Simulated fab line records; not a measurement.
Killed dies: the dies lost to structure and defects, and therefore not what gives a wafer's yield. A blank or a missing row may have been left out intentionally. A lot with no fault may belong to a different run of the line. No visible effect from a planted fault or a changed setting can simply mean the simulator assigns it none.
Which tool did it? || flow nandHarc || 42 wafers from 14 lots sampled at 4 of the route's 1302 steps

## WHAT EACH GAUGE READ, for each wafer
No reading from a measuring or inspecting step in the record can be judged against a usual standard deviation.

## WHICH TOOL RAN EACH LOT (tool, then ch and the chambers of the sampled wafers, then the start)
{"lot": "L469", "NHARC_A_CHANNEL_HOLE_D2_DESCUM_15": "rieDiel-05 ch 0,1,2, day 13 05:20", "NHARC_A_CHANNEL_HOLE_D2_ETCH_39": "rieDiel-05 ch 0,1, day 13 22:30 or earlier", "NHARC_A_CHANNEL_FILL_D2_ALD_02": "aldHk-04 ch 1,2, day 13 22:30", "NHARC_A_CHANNEL_FILL_D2_ETCHBACK_19": "rieSi-02 ch 1,2,3, day 14 22:04"}
{"lot": "L472", "NHARC_A_CHANNEL_HOLE_D2_DESCUM_15": "rieDiel-02 ch 2,3, day 14 09:26", "NHARC_A_CHANNEL_HOLE_D2_ETCH_39": "rieDiel-02 ch 1,2,3, day 14 16:31 or earlier", "NHARC_A_CHANNEL_FILL_D2_ALD_02": "aldHk-04 ch 1,2, day 14 16:31", "NHARC_A_CHANNEL_FILL_D2_ETCHBACK_19": "rieSi-04 ch 1,3, day 15 16:46"}
{"lot": "L477", "NHARC_A_CHANNEL_HOLE_D2_DESCUM_15": "rieDiel-02 ch 1,3, day 17 08:31", "NHARC_A_CHANNEL_HOLE_D2_ETCH_39": "rieDiel-02 ch 0,1, day 17 16:43 or earlier", "NHARC_A_CHANNEL_FILL_D2_ALD_02": "aldHk-02 ch 1,3, day 17 16:43", "NHARC_A_CHANNEL_FILL_D2_ETCHBACK_19": "rieSi-02 ch 2,3, day 18 16:11"}
{"lot": "L473", "NHARC_A_CHANNEL_HOLE_D2_DESCUM_15": "rieDiel-05 ch 1,3, day 17 09:31", "NHARC_A_CHANNEL_HOLE_D2_ETCH_39": "rieDiel-05 ch 0,1,3, day 17 20:53 or earlier", "NHARC_A_CHANNEL_FILL_D2_ALD_02": "aldHk-02 ch 1,3, day 17 20:53", "NHARC_A_CHANNEL_FILL_D2_ETCHBACK_19": "rieSi-03 ch 1,3, day 18 20:24"}
{"lot": "L476", "NHARC_A_CHANNEL_HOLE_D2_DESCUM_15": "rieDiel-11 ch 0,2, day 17 10:25", "NHARC_A_CHANNEL_HOLE_D2_ETCH_39": "rieDiel-11 ch 1,2,3, day 17 21:47 or earlier", "NHARC_A_CHANNEL_FILL_D2_ALD_02": "aldHk-01 ch 1,2, day 17 21:47", "NHARC_A_CHANNEL_FILL_D2_ETCHBACK_19": "rieSi-04 ch 1,2,3, day 18 20:26"}
{"lot": "L474", "NHARC_A_CHANNEL_HOLE_D2_DESCUM_15": "rieDiel-05 ch 0,1, day 17 20:21", "NHARC_A_CHANNEL_HOLE_D2_ETCH_39": "rieDiel-05 ch 2,3, day 19 02:23 or earlier", "NHARC_A_CHANNEL_FILL_D2_ALD_02": "aldHk-02 ch 0,2,3, day 19 02:23", "NHARC_A_CHANNEL_FILL_D2_ETCHBACK_19": "rieSi-04 ch 0,1,2, day 20 03:36"}
{"lot": "L479", "NHARC_A_CHANNEL_HOLE_D2_DESCUM_15": "rieDiel-02 ch 0,1, day 17 21:32", "NHARC_A_CHANNEL_HOLE_D2_ETCH_39": "rieDiel-02 ch 1,2,3, day 18 09:01 or earlier", "NHARC_A_CHANNEL_FILL_D2_ALD_02": "aldHk-01 ch 0,2, day 18 09:01", "NHARC_A_CHANNEL_FILL_D2_ETCHBACK_19": "rieSi-03 ch 2,3, day 19 08:56"}
{"lot": "L480", "NHARC_A_CHANNEL_HOLE_D2_DESCUM_15": "rieDiel-02 ch 1,3, day 18 02:32", "NHARC_A_CHANNEL_HOLE_D2_ETCH_39": "rieDiel-02 ch 0,1,3, day 19 01:26 or earlier", "NHARC_A_CHANNEL_FILL_D2_ALD_02": "aldHk-01 ch 0,2,3, day 19 01:26", "NHARC_A_CHANNEL_FILL_D2_ETCHBACK_19": "rieSi-03 ch 1,2,3, day 20 03:32"}
{"lot": "L481", "NHARC_A_CHANNEL_HOLE_D2_DESCUM_15": "rieDiel-11 ch 0,1,2, day 18 06:11", "NHARC_A_CHANNEL_HOLE_D2_ETCH_39": "rieDiel-11 ch 0,1,2, day 19 05:34 or earlier", "NHARC_A_CHANNEL_FILL_D2_ALD_02": "aldHk-02 ch 0,2,3, day 19 05:34", "NHARC_A_CHANNEL_FILL_D2_ETCHBACK_19": "rieSi-04 ch 0,2,3, day 20 03:30"}
{"lot": "L483", "NHARC_A_CHANNEL_HOLE_D2_DESCUM_15": "rieDiel-05 ch 0,2, day 19 01:48", "NHARC_A_CHANNEL_HOLE_D2_ETCH_39": "rieDiel-05 ch 0,2,3, day 19 11:01 or earlier", "NHARC_A_CHANNEL_FILL_D2_ALD_02": "aldHk-04 ch 1,3, day 19 11:01", "NHARC_A_CHANNEL_FILL_D2_ETCHBACK_19": "rieSi-02 ch 0,2,3, day 20 11:10"}
{"lot": "L484", "NHARC_A_CHANNEL_HOLE_D2_DESCUM_15": "rieDiel-05 ch 1,2,3, day 19 03:41", "NHARC_A_CHANNEL_HOLE_D2_ETCH_39": "rieDiel-05 ch 1,2,3, day 19 17:55 or earlier", "NHARC_A_CHANNEL_FILL_D2_ALD_02": "aldHk-04 ch 0,2,3, day 19 17:55", "NHARC_A_CHANNEL_FILL_D2_ETCHBACK_19": "rieSi-04 ch 0,1,3, day 20 17:52"}
{"lot": "L486", "NHARC_A_CHANNEL_HOLE_D2_DESCUM_15": "rieDiel-02 ch 1,2, day 19 19:58", "NHARC_A_CHANNEL_HOLE_D2_ETCH_39": "rieDiel-02 ch 0,1, day 20 05:22 or earlier", "NHARC_A_CHANNEL_FILL_D2_ALD_02": "aldHk-02 ch 0,1, day 20 05:22", "NHARC_A_CHANNEL_FILL_D2_ETCHBACK_19": "rieSi-04 ch 0,1, day 21 07:32"}
{"lot": "L485", "NHARC_A_CHANNEL_HOLE_D2_DESCUM_15": "rieDiel-11 ch 1,3, day 19 20:32", "NHARC_A_CHANNEL_HOLE_D2_ETCH_39": "rieDiel-11 ch 0,1, day 20 05:51 or earlier", "NHARC_A_CHANNEL_FILL_D2_ALD_02": "aldHk-02 ch 0,2,3, day 20 05:51", "NHARC_A_CHANNEL_FILL_D2_ETCHBACK_19": "rieSi-03 ch 1,3, day 21 07:32"}
{"lot": "L492", "NHARC_A_CHANNEL_HOLE_D2_DESCUM_15": "rieDiel-11 ch 0,1,3, day 23 15:02", "NHARC_A_CHANNEL_HOLE_D2_ETCH_39": "rieDiel-11 ch 1,3, day 23 22:11 or earlier", "NHARC_A_CHANNEL_FILL_D2_ALD_02": "aldHk-04 ch 2,3, day 23 22:11", "NHARC_A_CHANNEL_FILL_D2_ETCHBACK_19": "rieSi-03 ch 1,3, day 24 22:01"}
- NHARC_A_CHANNEL_HOLE_D2_DESCUM_15: chemistry O2, time 3 s.
- NHARC_A_CHANNEL_HOLE_D2_ETCH_39: etches the open film in N2/H2, target depth 260 nm, time 325 s.
- NHARC_A_CHANNEL_FILL_D2_ALD_02: deposits SiO2, target thk 6 nm, pulse time 10 s, ald cycles 60.
- NHARC_A_CHANNEL_FILL_D2_ETCHBACK_19: etches the open film in HBr/Cl2, target depth 5 nm, time 1.7 s.

## AS READ BY THE TOOLS THEMSELVES (means over the sampled wafers that have a number; for cases with no such wafer, the mark the record gives instead)
NHARC_A_CHANNEL_HOLE_D2_DESCUM_15. Usual: drypumpMotorCurrentA 5.7 A, standard deviation 0.32; oesProductAu 0.998 a.u., standard deviation 0.01; rfVppV 57.7 V, standard deviation 0.89; showerheadPlenumPTorr 1.90 Torr, standard deviation 0.07; throttleValvePct 11.310 %, standard deviation 0.0095.
{"lot": "L469", "tool": "rieDiel-05", "drypumpMotorCurrentA (A)": 5.5, "oesProductAu (a.u.)": 1.009, "rfVppV (V)": 58.2, "showerheadPlenumPTorr (Torr)": 1.93, "throttleValvePct (%)": 11.302, "flag": ""}
{"lot": "L472", "tool": "rieDiel-02", "drypumpMotorCurrentA (A)": 5.8, "oesProductAu (a.u.)": 0.982, "rfVppV (V)": 57.7, "showerheadPlenumPTorr (Torr)": 1.90, "throttleValvePct (%)": 11.317, "flag": ""}
{"lot": "L477", "tool": "rieDiel-02", "drypumpMotorCurrentA (A)": 5.8, "oesProductAu (a.u.)": 0.999, "rfVppV (V)": 57.5, "showerheadPlenumPTorr (Torr)": 1.88, "throttleValvePct (%)": 11.312, "flag": ""}
{"lot": "L473", "tool": "rieDiel-05", "drypumpMotorCurrentA (A)": 5.7, "oesProductAu (a.u.)": 1.011, "rfVppV (V)": 57.8, "showerheadPlenumPTorr (Torr)": 1.89, "throttleValvePct (%)": 11.315, "flag": ""}
{"lot": "L476", "tool": "rieDiel-11", "drypumpMotorCurrentA (A)": 5.7, "oesProductAu (a.u.)": 0.994, "rfVppV (V)": 57.7, "showerheadPlenumPTorr (Torr)": 1.94, "throttleValvePct (%)": 11.304, "flag": ""}
{"lot": "L474", "tool": "rieDiel-05", "drypumpMotorCurrentA (A)": 5.7, "oesProductAu (a.u.)": 1.011, "rfVppV (V)": 58.2, "showerheadPlenumPTorr (Torr)": 1.95, "throttleValvePct (%)": 11.305, "flag": ""}
{"lot": "L479", "tool": "rieDiel-02", "drypumpMotorCurrentA (A)": 5.6, "oesProductAu (a.u.)": 1.006, "rfVppV (V)": 57.2, "showerheadPlenumPTorr (Torr)": 1.94, "throttleValvePct (%)": 11.321, "flag": ""}
{"lot": "L480", "tool": "rieDiel-02", "drypumpMotorCurrentA (A)": 5.8, "oesProductAu (a.u.)": 0.995, "rfVppV (V)": 58.1, "showerheadPlenumPTorr (Torr)": 1.88, "throttleValvePct (%)": 11.316, "flag": ""}
{"lot": "L481", "tool": "rieDiel-11", "drypumpMotorCurrentA (A)": 5.5, "oesProductAu (a.u.)": 0.989, "rfVppV (V)": 57.8, "showerheadPlenumPTorr (Torr)": 1.87, "throttleValvePct (%)": 11.310, "flag": ""}
{"lot": "L483", "tool": "rieDiel-05", "drypumpMotorCurrentA (A)": 5.4, "oesProductAu (a.u.)": 1.010, "rfVppV (V)": 57.9, "showerheadPlenumPTorr (Torr)": 1.91, "throttleValvePct (%)": 11.311, "flag": ""}
{"lot": "L484", "tool": "rieDiel-05", "drypumpMotorCurrentA (A)": 5.6, "oesProductAu (a.u.)": 1.011, "rfVppV (V)": 56.7, "showerheadPlenumPTorr (Torr)": 1.87, "throttleValvePct (%)": 11.313, "flag": ""}
{"lot": "L486", "tool": "rieDiel-02", "drypumpMotorCurrentA (A)": 5.9, "oesProductAu (a.u.)": 1.001, "rfVppV (V)": 57.4, "showerheadPlenumPTorr (Torr)": 1.85, "throttleValvePct (%)": 11.306, "flag": ""}
{"lot": "L485", "tool": "rieDiel-11", "drypumpMotorCurrentA (A)": 5.8, "oesProductAu (a.u.)": 0.998, "rfVppV (V)": 56.6, "showerheadPlenumPTorr (Torr)": 1.86, "throttleValvePct (%)": 11.311, "flag": ""}
{"lot": "L492", "tool": "rieDiel-11", "drypumpMotorCurrentA (A)": 5.9, "oesProductAu (a.u.)": 0.990, "rfVppV (V)": 57.9, "showerheadPlenumPTorr (Torr)": 1.92, "throttleValvePct (%)": 11.309, "flag": ""}

NHARC_A_CHANNEL_HOLE_D2_ETCH_39. Usual: drypumpMotorCurrentA 5.7 A, standard deviation 0.32; oesProductAu 0.998 a.u., standard deviation 0.011; rfVppV 430.2 V, standard deviation 2.3; showerheadPlenumPTorr 2.03 Torr, standard deviation 0.08; throttleValvePct 14.171 %, standard deviation 0.0092.
{"lot": "L469", "tool": "rieDiel-05", "drypumpMotorCurrentA (A)": 5.9, "oesProductAu (a.u.)": 1.006, "rfVppV (V)": 431.3, "showerheadPlenumPTorr (Torr)": 2.08, "throttleValvePct (%)": 14.172, "flag": ""}
{"lot": "L472", "tool": "rieDiel-02", "drypumpMotorCurrentA (A)": 5.8, "oesProductAu (a.u.)": 0.979, "rfVppV (V)": 429.0, "showerheadPlenumPTorr (Torr)": 2.00, "throttleValvePct (%)": 14.176, "flag": ""}
{"lot": "L477", "tool": "rieDiel-02", "drypumpMotorCurrentA (A)": 5.8, "oesProductAu (a.u.)": 1.003, "rfVppV (V)": 429.4, "showerheadPlenumPTorr (Torr)": 2.01, "throttleValvePct (%)": 14.175, "flag": ""}
{"lot": "L473", "tool": "rieDiel-05", "drypumpMotorCurrentA (A)": 5.9, "oesProductAu (a.u.)": 1.004, "rfVppV (V)": 430.2, "showerheadPlenumPTorr (Torr)": 2.02, "throttleValvePct (%)": 14.166, "flag": ""}
{"lot": "L476", "tool": "rieDiel-11", "drypumpMotorCurrentA (A)": 5.7, "oesProductAu (a.u.)": 1.005, "rfVppV (V)": 428.4, "showerheadPlenumPTorr (Torr)": 2.01, "throttleValvePct (%)": 14.171, "flag": ""}
{"lot": "L474", "tool": "rieDiel-05", "drypumpMotorCurrentA (A)": 5.4, "oesProductAu (a.u.)": 1.011, "rfVppV (V)": 429.0, "showerheadPlenumPTorr (Torr)": 1.98, "throttleValvePct (%)": 14.171, "flag": ""}
{"lot": "L479", "tool": "rieDiel-02", "drypumpMotorCurrentA (A)": 5.8, "oesProductAu (a.u.)": 0.995, "rfVppV (V)": 429.3, "showerheadPlenumPTorr (Torr)": 2.00, "throttleValvePct (%)": 14.173, "flag": ""}
{"lot": "L480", "tool": "rieDiel-02", "drypumpMotorCurrentA (A)": 5.8, "oesProductAu (a.u.)": 1.000, "rfVppV (V)": 430.4, "showerheadPlenumPTorr (Torr)": 2.04, "throttleValvePct (%)": 14.175, "flag": ""}
{"lot": "L481", "tool": "rieDiel-11", "drypumpMotorCurrentA (A)": 5.6, "oesProductAu (a.u.)": 0.995, "rfVppV (V)": 429.2, "showerheadPlenumPTorr (Torr)": 2.00, "throttleValvePct (%)": 14.174, "flag": ""}
{"lot": "L483", "tool": "rieDiel-05", "drypumpMotorCurrentA (A)": 5.7, "oesProductAu (a.u.)": 1.006, "rfVppV (V)": 430.4, "showerheadPlenumPTorr (Torr)": 2.00, "throttleValvePct (%)": 14.175, "flag": ""}
{"lot": "L484", "tool": "rieDiel-05", "drypumpMotorCurrentA (A)": 5.6, "oesProductAu (a.u.)": 1.009, "rfVppV (V)": 429.0, "showerheadPlenumPTorr (Torr)": 2.00, "throttleValvePct (%)": 14.167, "flag": ""}
{"lot": "L486", "tool": "rieDiel-02", "drypumpMotorCurrentA (A)": 5.7, "oesProductAu (a.u.)": 0.991, "rfVppV (V)": 431.8, "showerheadPlenumPTorr (Torr)": 2.07, "throttleValvePct (%)": 14.174, "flag": ""}
{"lot": "L485", "tool": "rieDiel-11", "drypumpMotorCurrentA (A)": 5.6, "oesProductAu (a.u.)": 0.992, "rfVppV (V)": 427.5, "showerheadPlenumPTorr (Torr)": 1.96, "throttleValvePct (%)": 14.169, "flag": ""}
{"lot": "L492", "tool": "rieDiel-11", "drypumpMotorCurrentA (A)": 5.8, "oesProductAu (a.u.)": 0.983, "rfVppV (V)": 429.4, "showerheadPlenumPTorr (Torr)": 1.97, "throttleValvePct (%)": 14.165, "flag": ""}

NHARC_A_CHANNEL_FILL_D2_ALD_02. Usual: heaterPowerW 468 W, standard deviation 38; precursorPulseHeightRel 1.003, standard deviation 0.02.
{"lot": "L469", "tool": "aldHk-04", "heaterPowerW (W)": 466, "precursorPulseHeightRel": 1.008, "flag": ""}
{"lot": "L472", "tool": "aldHk-04", "heaterPowerW (W)": 469, "precursorPulseHeightRel": 0.987, "flag": ""}
{"lot": "L477", "tool": "aldHk-02", "heaterPowerW (W)": 499, "precursorPulseHeightRel": 0.994, "flag": ""}
{"lot": "L473", "tool": "aldHk-02", "heaterPowerW (W)": 513, "precursorPulseHeightRel": 1.010, "flag": ""}
{"lot": "L476", "tool": "aldHk-01", "heaterPowerW (W)": 479, "precursorPulseHeightRel": 1.013, "flag": ""}
{"lot": "L474", "tool": "aldHk-02", "heaterPowerW (W)": 464, "precursorPulseHeightRel": 0.987, "flag": ""}
{"lot": "L479", "tool": "aldHk-01", "heaterPowerW (W)": 441, "precursorPulseHeightRel": 1.018, "flag": ""}
{"lot": "L480", "tool": "aldHk-01", "heaterPowerW (W)": 458, "precursorPulseHeightRel": 1.002, "flag": ""}
{"lot": "L481", "tool": "aldHk-02", "heaterPowerW (W)": 457, "precursorPulseHeightRel": 1.008, "flag": ""}
{"lot": "L483", "tool": "aldHk-04", "heaterPowerW (W)": 417, "precursorPulseHeightRel": 0.992, "flag": ""}
{"lot": "L484", "tool": "aldHk-04", "heaterPowerW (W)": 463, "precursorPulseHeightRel": 1.018, "flag": ""}
{"lot": "L486", "tool": "aldHk-02", "heaterPowerW (W)": 488, "precursorPulseHeightRel": 0.998, "flag": ""}
{"lot": "L485", "tool": "aldHk-02", "heaterPowerW (W)": 470, "precursorPulseHeightRel": 0.986, "flag": ""}
{"lot": "L492", "tool": "aldHk-04", "heaterPowerW (W)": 443, "precursorPulseHeightRel": 1.010, "flag": ""}

NHARC_A_CHANNEL_FILL_D2_ETCHBACK_19. Usual: drypumpMotorCurrentA 5.7 A, standard deviation 0.5; oesProductAu 1.002 a.u., standard deviation 0.01; throttleValvePct 26.406 %, standard deviation 0.0091.
{"lot": "L469", "tool": "rieSi-02", "drypumpMotorCurrentA (A)": 6.3, "oesProductAu (a.u.)": 1.008, "throttleValvePct (%)": 26.408, "flag": ""}
{"lot": "L472", "tool": "rieSi-04", "drypumpMotorCurrentA (A)": 5.9, "oesProductAu (a.u.)": 0.999, "throttleValvePct (%)": 26.407, "flag": ""}
{"lot": "L477", "tool": "rieSi-02", "drypumpMotorCurrentA (A)": 6.5, "oesProductAu (a.u.)": 0.994, "throttleValvePct (%)": 26.412, "flag": ""}
{"lot": "L473", "tool": "rieSi-03", "drypumpMotorCurrentA (A)": 5.7, "oesProductAu (a.u.)": 0.993, "throttleValvePct (%)": 26.399, "flag": ""}
{"lot": "L476", "tool": "rieSi-04", "drypumpMotorCurrentA (A)": 5.9, "oesProductAu (a.u.)": 0.999, "throttleValvePct (%)": 26.409, "flag": ""}
{"lot": "L474", "tool": "rieSi-04", "drypumpMotorCurrentA (A)": 5.8, "oesProductAu (a.u.)": 1.011, "throttleValvePct (%)": 26.408, "flag": ""}
{"lot": "L479", "tool": "rieSi-03", "drypumpMotorCurrentA (A)": 5.3, "oesProductAu (a.u.)": 1.005, "throttleValvePct (%)": 26.400, "flag": ""}
{"lot": "L480", "tool": "rieSi-03", "drypumpMotorCurrentA (A)": 5.4, "oesProductAu (a.u.)": 0.989, "throttleValvePct (%)": 26.409, "flag": ""}
{"lot": "L481", "tool": "rieSi-04", "drypumpMotorCurrentA (A)": 5.7, "oesProductAu (a.u.)": 1.003, "throttleValvePct (%)": 26.411, "flag": ""}
{"lot": "L483", "tool": "rieSi-02", "drypumpMotorCurrentA (A)": 6.1, "oesProductAu (a.u.)": 1.005, "throttleValvePct (%)": 26.402, "flag": ""}
{"lot": "L484", "tool": "rieSi-04", "drypumpMotorCurrentA (A)": 5.8, "oesProductAu (a.u.)": 0.915, "throttleValvePct (%)": 26.402, "flag": "OFF"}
{"lot": "L486", "tool": "rieSi-04", "drypumpMotorCurrentA (A)": 5.9, "oesProductAu (a.u.)": 0.913, "throttleValvePct (%)": 26.403, "flag": "OFF"}
{"lot": "L485", "tool": "rieSi-03", "drypumpMotorCurrentA (A)": 5.7, "oesProductAu (a.u.)": 0.996, "throttleValvePct (%)": 26.415, "flag": ""}
{"lot": "L492", "tool": "rieSi-03", "drypumpMotorCurrentA (A)": 5.7, "oesProductAu (a.u.)": 0.990, "throttleValvePct (%)": 26.404, "flag": ""}

## THE ANSWER, worked out from the rows above alone
Rule: take the mean of a lot's wafers that have a number; if it is more than 3 standard deviations from the usual mean, the lot is off. Also off: a lot with no number at a reading for which 4 or more lots have one. The other lots that the step has rows for count as sound. The gauges are gone through in route order, then the tools' own readings, and for those a lot's mean is taken as printed above. The first step at which some lot is off is used, and at that step the reading that is off furthest; a lot without a number counts as furthest.
Off: L484, L486, at NHARC_A_CHANNEL_FILL_D2_ETCHBACK_19 (oesProductAu).
A tool fits if, at that step or a process step before it, it ran every lot that is off, and no sound lot after the first of them. Because NHARC_A_CHANNEL_HOLE_D2_ETCH_39 lacks a start for some lots, the hours and order of its lots are taken from NHARC_A_CHANNEL_FILL_D2_ALD_02. One fits: rieSi-04 at NHARC_A_CHANNEL_FILL_D2_ETCHBACK_19. A fault onset in the window from L474 (day 20 03:36, its last sound lot) to L484 (day 20 17:52, its first lot off) fits.
On the lots that are off, the tool's own readings at NHARC_A_CHANNEL_FILL_D2_ETCHBACK_19 differ by more than 5 times the standard deviation of the sound lots' means, which bears it out; oesProductAu reads 0.914 a.u. there versus 0.999 a.u. on the sound lots.

## WHAT HAD BEEN PUT IN BY THE SIMULATOR
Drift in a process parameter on rieSi-04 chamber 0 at NHARC_A_CHANNEL_FILL_D2_ETCHBACK_19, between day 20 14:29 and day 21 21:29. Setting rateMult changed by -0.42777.
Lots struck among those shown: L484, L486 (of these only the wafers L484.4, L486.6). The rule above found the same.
